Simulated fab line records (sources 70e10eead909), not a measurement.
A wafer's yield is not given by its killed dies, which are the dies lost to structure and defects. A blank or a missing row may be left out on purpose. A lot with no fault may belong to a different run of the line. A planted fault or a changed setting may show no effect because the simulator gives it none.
Matching of chambers -- flow nand harc -- rie diel-08 running NHARC_A_CONTACT_ETCH_90: 4 sister chambers
The step etches the open film in CH3F/O2, target depth 40 nm, time 85.7 s. 4 wafers are shown with their chamber, then 8 later ones without.

WAFERS PAIRED WITH THEIR CHAMBERS
wafer,chamber,showerhead plenum p Torr (Torr)
L509.4,1,2.41
L512.2,2,2.56
L512.6,3,2.58
L513.1,0,2.42

WAFERS WITH NO CHAMBER GIVEN
wafer,showerhead plenum p Torr (Torr)
L513.2,2.58
L513.6,2.42
L514.2,2.41
L514.4,2.42
L514.5,2.57
L515.2,2.42
L515.3,2.56
L515.4,2.57

CHAMBER TAKEN BY EACH
wafer,from the rows above,in truth
L513.2,3,3
L513.6,0,0
L514.2,1,1
L514.4,0,0
L514.5,can't be placed: 2 or 3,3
L515.2,0,0
L515.3,2,2
L515.4,can't be placed: 2 or 3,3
Correct placement for 6 of the 8. Cannot be placed on the basis of these rows: 2; the candidates contain the true chamber in 2. Wrongly placed: 0.
How it was worked out, from the rows above alone: a wafer's distance from a chamber is the root of the sum, over the readings, of the square of ((its reading less the chamber's mean) divided by the reading's scatter). If the next closest chamber is less than 2 further off than the closest, the wafer can't be placed; otherwise it belongs to the closest. A chamber's mean is the mean of its shown wafers. The scatter: root of mean squared gap, hidden wafer to nearest shown wafer, with one shown wafer a chamber.
